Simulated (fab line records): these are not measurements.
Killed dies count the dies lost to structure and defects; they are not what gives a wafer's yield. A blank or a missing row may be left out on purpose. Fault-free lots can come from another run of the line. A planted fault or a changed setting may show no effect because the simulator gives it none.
What tool caused it?	flow n5-finfet	24 lots, 72 wafers sampled, at 4 steps of a route of 1938

WHAT THE GAUGES READ, wafer by wafer
N5_BEOL_M1_OVL_MEAS_29.
lot	measured	on	V0_OVL (nm)
L074	day 6 01:34	overlay-01	0.5 1.1 1.5
L075	day 6 12:00	overlay-01	0.3 -1.2 -0.2
L076	day 6 19:45	overlay-02	0.3 0.7 1.1
L077	day 6 22:12	overlay-02	-0.5 -0.7 0.4
L078	day 7 04:34	overlay-01	-1.2 -0.7 -1.3
L079	day 7 14:27	overlay-02	0.1 0.0 0.2
L080	day 7 17:27	overlay-01	-1.2 -1.0 0.2
L081	day 7 20:33	overlay-01	1.0 0.2 0.3
L082	day 8 06:49	overlay-02	0.0 -1.0 -0.6
L084	day 8 12:29	overlay-01	-1.1 -0.6 0.0
L083	day 8 18:15	overlay-02	-1.0 0.0 0.1
L085	day 8 22:01	overlay-01	0.4 0.5 0.5
L086	day 9 03:40	overlay-02	-0.7 -0.4 -0.1
L087	day 9 07:28	overlay-01	-0.5 0.4 0.1
L088	day 9 13:04	overlay-01	-0.3 1.5 0.9
L089	day 9 20:26	overlay-02	-1.8 -0.5 -1.1
L090	day 10 03:47	overlay-01	0.6 0.3 0.5
L091	day 10 08:31	overlay-01	0.0 -1.2 -0.3
L092	day 10 17:36	overlay-02	-0.2 -0.7 -0.4
L093	day 10 23:37	overlay-01	-0.3 0.9 0.8
L094	day 11 03:06	overlay-02	-0.8 0.5 -0.9
L095	day 11 09:42	overlay-02	-0.9 0.3 -0.8
L096	day 11 13:35	overlay-01	0.2 0.5 0.7
L097	day 11 23:46	overlay-02	-0.7 -1.0 0.6

N5_BEOL_M1_INSPECT_59: inspects for defects (darkfield).
lot	measured	on	raw-defect-count
L074	day 6 13:31	defect-inspect-01	97 66 65
L075	day 6 17:29	defect-inspect-01	76 136 75
L076	day 7 01:52	defect-inspect-02	99 61 68
L077	day 7 04:20	defect-inspect-01	64 85 48
L078	day 7 13:40	defect-inspect-01	53 112 68
L079	day 7 20:20	defect-inspect-02	52 69 35
L080	day 7 22:51	defect-inspect-01	55 34 60
L081	day 8 03:59	defect-inspect-02	62 62 169
L082	day 8 21:34	defect-inspect-01	64 88 82
L084	day 8 18:44	defect-inspect-02	58 49 84
L083	day 9 01:04	defect-inspect-01	53 44 85
L085	day 9 06:58	defect-inspect-01	78 64 64
L086	day 9 15:52	defect-inspect-02	47 44 94
L087	day 9 18:56	defect-inspect-02	121 86 88
L088	day 9 23:44	defect-inspect-02	82 72 59
L089	day 10 03:40	defect-inspect-01	79 110 38
L090	day 10 14:41	defect-inspect-01	111 59 89
L091	day 10 19:35	defect-inspect-02	116 139 89
L092	day 11 02:10	defect-inspect-02	57 61 62
L093	day 11 05:21	defect-inspect-02	90 42 79
L094	day 11 10:00	defect-inspect-01	65 60 42
L095	day 11 16:55	defect-inspect-01	75 67 95
L096	day 11 20:07	defect-inspect-01	90 81 125
L097	day 12 14:12	defect-inspect-02	107 88 70

TOOL THAT RAN EACH LOT (tool first, then ch and the chambers of the sampled wafers, then the start)
lot	N5_BEOL_M1_ANNEAL_93	N5_BEOL_M1_SPUTTER_94
L074	pvd-sputter-02, day 6 12:00	pvd-sputter-02, day 6 12:08
L075	pvd-sputter-02, day 6 16:02	pvd-sputter-02, day 6 16:11
L076	pvd-sputter-03, day 7 00:25	pvd-sputter-03, day 7 00:33
L077	pvd-sputter-03, day 7 02:52	pvd-sputter-03, day 7 03:01
L078	pvd-sputter-03, day 7 12:14	pvd-sputter-03, day 7 12:22
L079	pvd-sputter-01, day 7 18:46	pvd-sputter-01, day 7 18:54
L080	pvd-sputter-01, day 7 21:25	pvd-sputter-01, day 7 21:34
L081	pvd-sputter-01, day 8 02:31	pvd-sputter-01, day 8 02:40
L082	pvd-sputter-02, day 8 20:04	pvd-sputter-02, day 8 20:12
L084	pvd-sputter-03, day 8 17:15	pvd-sputter-03, day 8 17:23
L083	pvd-sputter-03, day 8 23:38	pvd-sputter-03, day 8 23:46
L085	pvd-sputter-01, day 9 05:31	pvd-sputter-01, day 9 05:39
L086	pvd-sputter-01, day 9 14:26	pvd-sputter-01, day 9 14:35
L087	pvd-sputter-01, day 9 17:25	pvd-sputter-01, day 9 17:34
L088	pvd-sputter-01, day 9 22:18	pvd-sputter-01, day 9 22:26
L089	pvd-sputter-01, day 10 02:14	pvd-sputter-01, day 10 02:23
L090	pvd-sputter-02, day 10 12:49	pvd-sputter-02, day 10 12:57
L091	pvd-sputter-03, day 10 18:07	pvd-sputter-03, day 10 18:16
L092	pvd-sputter-01, day 11 00:43	pvd-sputter-01, day 11 00:51
L093	pvd-sputter-01, day 11 03:55	pvd-sputter-01, day 11 04:03
L094	pvd-sputter-01, day 11 08:32	pvd-sputter-01, day 11 08:40
L095	pvd-sputter-01, day 11 15:29	pvd-sputter-01, day 11 15:38
L096	pvd-sputter-03, day 11 18:36	pvd-sputter-03, day 11 18:44
L097	pvd-sputter-02, day 12 12:46	pvd-sputter-02, day 12 12:55
- N5_BEOL_M1_ANNEAL_93: time 240 s.
- N5_BEOL_M1_SPUTTER_94: material Cu, target thk 4.5 nm, time 8.29 s.

WHAT THE TOOLS THEMSELVES READ (means of the sampled wafers that have a number; where no wafer has one, the mark that the record gives instead)
N5_BEOL_M1_ANNEAL_93.
lot	tool	heater-power-w (W)
L074	pvd-sputter-02	797
L075	pvd-sputter-02	801
L076	pvd-sputter-03	768
L077	pvd-sputter-03	706
L078	pvd-sputter-03	730
L079	pvd-sputter-01	779
L080	pvd-sputter-01	852
L081	pvd-sputter-01	685
L082	pvd-sputter-02	805
L084	pvd-sputter-03	746
L083	pvd-sputter-03	717
L085	pvd-sputter-01	687
L086	pvd-sputter-01	676
L087	pvd-sputter-01	819
L088	pvd-sputter-01	729
L089	pvd-sputter-01	679
L090	pvd-sputter-02	792
L091	pvd-sputter-03	698
L092	pvd-sputter-01	648
L093	pvd-sputter-01	698
L094	pvd-sputter-01	694
L095	pvd-sputter-01	724
L096	pvd-sputter-03	744
L097	pvd-sputter-02	761

N5_BEOL_M1_SPUTTER_94.
lot	tool	chuck-sensor-temp-C (C)	throttle-valve-pct (%)
L074	pvd-sputter-02	-16.0	29.8
L075	pvd-sputter-02	-15.7	30.4
L076	pvd-sputter-03	-16.0	30.9
L077	pvd-sputter-03	-16.0	30.7
L078	pvd-sputter-03	-16.1	31.2
L079	pvd-sputter-01	-16.2	30.1
L080	pvd-sputter-01	-16.0	30.1
L081	pvd-sputter-01	-15.9	29.9
L082	pvd-sputter-02	-15.9	30.5
L084	pvd-sputter-03	-15.8	30.0
L083	pvd-sputter-03	-16.1	31.3
L085	pvd-sputter-01	-16.0	29.9
L086	pvd-sputter-01	-16.4	30.0
L087	pvd-sputter-01	-16.3	30.3
L088	pvd-sputter-01	-16.0	30.1
L089	pvd-sputter-01	-16.0	29.7
L090	pvd-sputter-02	-15.9	29.8
L091	pvd-sputter-03	-15.9	30.7
L092	pvd-sputter-01	-15.8	29.5
L093	pvd-sputter-01	-15.9	29.7
L094	pvd-sputter-01	-16.0	29.7
L095	pvd-sputter-01	-15.9	30.0
L096	pvd-sputter-03	-16.0	30.3
L097	pvd-sputter-02	-16.2	29.3

THE ANSWER, worked out from the rows above alone
Rule: the usual values come from the lots themselves. The widest of any qualifying gaps counts: lots, ordered by their means at a reading, are off when they make up no more than a third of the lots, leave a main group of 4 or more, and stand apart from it by 3 or more times the standard deviation of that group's means. Not used: any main group whose means are identical at the precision the tables above print for the reading. Also off: a lot with no number at a reading for which 4 or more lots have one. Where the step has rows for the other lots, those lots are counted as sound. The gauges are gone through in route order, then the tools' own readings, and for those a lot's mean is taken as printed above. At the first step where some lot is off, the reading lying furthest off is the one used; lots without a number count as furthest.
No lot is off on any of the readings shown, so nothing can be concluded from this.

WHAT THE SIMULATOR PUT IN
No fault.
